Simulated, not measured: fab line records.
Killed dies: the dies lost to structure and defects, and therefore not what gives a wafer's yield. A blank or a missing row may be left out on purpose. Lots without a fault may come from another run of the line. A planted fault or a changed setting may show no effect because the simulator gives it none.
Check for tools in common ; flow nand-harc ; Sample size 12 lots and 36 wafers

WHAT PROMPTED THE OPENING
Flagged at NHARC_THIN_TSV_INSPECT_40: reading raw-defect-count, on 2 of 12 lots. Wafers without a fault read 527, standard deviation 93.
Rule: a lot gets a flag if all its wafers with a number sit over 4 standard deviations from that mean, or if no wafer of it has a number. All remaining lots are regarded as sound.

lot;measured;on;raw-defect-count, wafer by wafer;flag
L453;day 23 16:05;defect-inspect-02;562 597 438;
L455;day 25 01:50;defect-inspect-01;506 497 481;
L464;day 29 02:19;defect-inspect-01;1146 1227 1249;FLAGGED
L462;day 29 12:51;defect-inspect-02;1057 1171 1083;FLAGGED
L466;day 29 12:52;defect-inspect-01;642 526 490;
L467;day 30 01:59;defect-inspect-01;641 818 789;
L468;day 30 11:08;defect-inspect-02;531 610 601;
L472;day 32 17:43;defect-inspect-01;478 473 418;
L473;day 32 17:43;defect-inspect-01;576 455 535;
L474;day 33 00:58;defect-inspect-01;444 506 467;
L475;day 33 00:58;defect-inspect-02;534 554 559;
L476;day 34 15:31;defect-inspect-01;630 533 423;
On average the flagged lots' numbers are 1156, which is +628 against the usual, or +7 standard deviations.

WHICH TOOL RAN EACH LOT
The record holds 3 process steps before the reading, out of a route of 1302 steps. Read each cell as the tool, then ch plus the chambers that the sampled wafers visited, then the start.
lot;flag;NHARC_THIN_TSV_ETCH_44;NHARC_THIN_TSV_ETCH_59;NHARC_THIN_TSV_STRIP_56
L453;;rie-diel-12 ch 0,2,3, day 23 04:30;rie-metal-03 ch 0,1, day 23 10:13;plasma-asher-02 ch 0,1, day 23 10:46
L455;;rie-diel-01 ch 1,2, day 24 15:25;rie-metal-01 ch 1, day 24 21:22;plasma-asher-01 ch 0,1, day 24 21:58
L464;FLAGGED;rie-diel-10 ch 1,2,3, day 28 14:43;rie-metal-02 ch 0,1, day 28 20:31;plasma-asher-02 ch 0,1, day 28 20:52
L462;FLAGGED;rie-diel-12 ch 1,2,3, day 28 22:13;rie-metal-02 ch 0,1, day 29 04:31;plasma-asher-01 ch 0,1, day 29 04:55
L466;;rie-diel-01 ch 0,3, day 28 23:25;rie-metal-03 ch 0,1, day 29 05:17;plasma-asher-02 ch 0,1, day 29 05:41
L467;;rie-diel-12 ch 0,1, day 29 14:30;rie-metal-01 ch 0,1, day 29 20:18;plasma-asher-01 ch 0,1, day 29 20:40
L468;;rie-diel-12 ch 1,3, day 29 23:35;rie-metal-01 ch 0,1, day 30 05:28;plasma-asher-02 ch 0,1, day 30 05:50
L472;;rie-diel-01 ch 0,2,3, day 32 02:41;rie-metal-03 ch 0,1, day 32 08:30;plasma-asher-01 ch 0,1, day 32 08:52
L473;;rie-diel-12 ch 1,2, day 32 04:02;rie-metal-02 ch 0,1, day 32 09:56;plasma-asher-02 ch 0,1, day 32 10:31
L474;;rie-diel-10 ch 0,1,2, day 32 14:18;rie-metal-03 ch 0,1, day 32 20:16;plasma-asher-01 ch 0,1, day 32 20:37
L475;;rie-diel-01 ch 0,2,3, day 32 13:07;rie-metal-01 ch 0,1, day 32 19:14;plasma-asher-01 ch 0,1, day 32 19:37
L476;;rie-diel-12 ch 0,3, day 34 02:55;rie-metal-01 ch 0,1, day 34 09:01;plasma-asher-01 ch 0,1, day 34 09:21
What the steps here do:
- NHARC_THIN_TSV_ETCH_44: etches the open film in CF4/O2, target depth 1594.2 nm, time 797.1 s.
- NHARC_THIN_TSV_ETCH_59: etches the open film in Cl2/BCl3, target depth 880 nm, time 138.1 s.
- NHARC_THIN_TSV_STRIP_56: strips in O2.
- NHARC_THIN_TSV_INSPECT_40

FLAGGED OVER TOTAL, TOOL BY TOOL (the gauges that took the reading come last)
step;tool;lots run;flagged;share of the flagged lots;sound lots run after its first flagged lot
NHARC_THIN_TSV_ETCH_44;rie-diel-01;4;0;none;-
NHARC_THIN_TSV_ETCH_44;rie-diel-10;2;1;some;1 (L474)
NHARC_THIN_TSV_ETCH_44;rie-diel-12;6;1;some;4 (L467,L468,L473,L476)
NHARC_THIN_TSV_ETCH_59;rie-metal-01;5;0;none;-
NHARC_THIN_TSV_ETCH_59;rie-metal-02;3;2;all;1 (L473)
NHARC_THIN_TSV_ETCH_59;rie-metal-03;4;0;none;-
NHARC_THIN_TSV_STRIP_56;plasma-asher-01;7;1;some;5 (L467,L472,L475,L474,L476)
NHARC_THIN_TSV_STRIP_56;plasma-asher-02;5;1;some;3 (L466,L468,L473)
NHARC_THIN_TSV_INSPECT_40;defect-inspect-01;8;1;some;6 (L466,L467,L472,L473,L474,L476)
NHARC_THIN_TSV_INSPECT_40;defect-inspect-02;4;1;some;2 (L468,L475)

WHAT THE TABLE ALLOWS
All flagged lots share 1 row of the table, namely rie-metal-02 at NHARC_THIN_TSV_ETCH_59.
- rie-metal-02 at NHARC_THIN_TSV_ETCH_59 ran 3 lots, 2 of them flagged. After the first flagged lot (L473), sound lots still ran on it; a lasting fault on the whole tool would not permit that.
None of the table's rows ran every flagged lot and, after the first, no sound lot.

WHAT THE SIMULATOR PUT IN
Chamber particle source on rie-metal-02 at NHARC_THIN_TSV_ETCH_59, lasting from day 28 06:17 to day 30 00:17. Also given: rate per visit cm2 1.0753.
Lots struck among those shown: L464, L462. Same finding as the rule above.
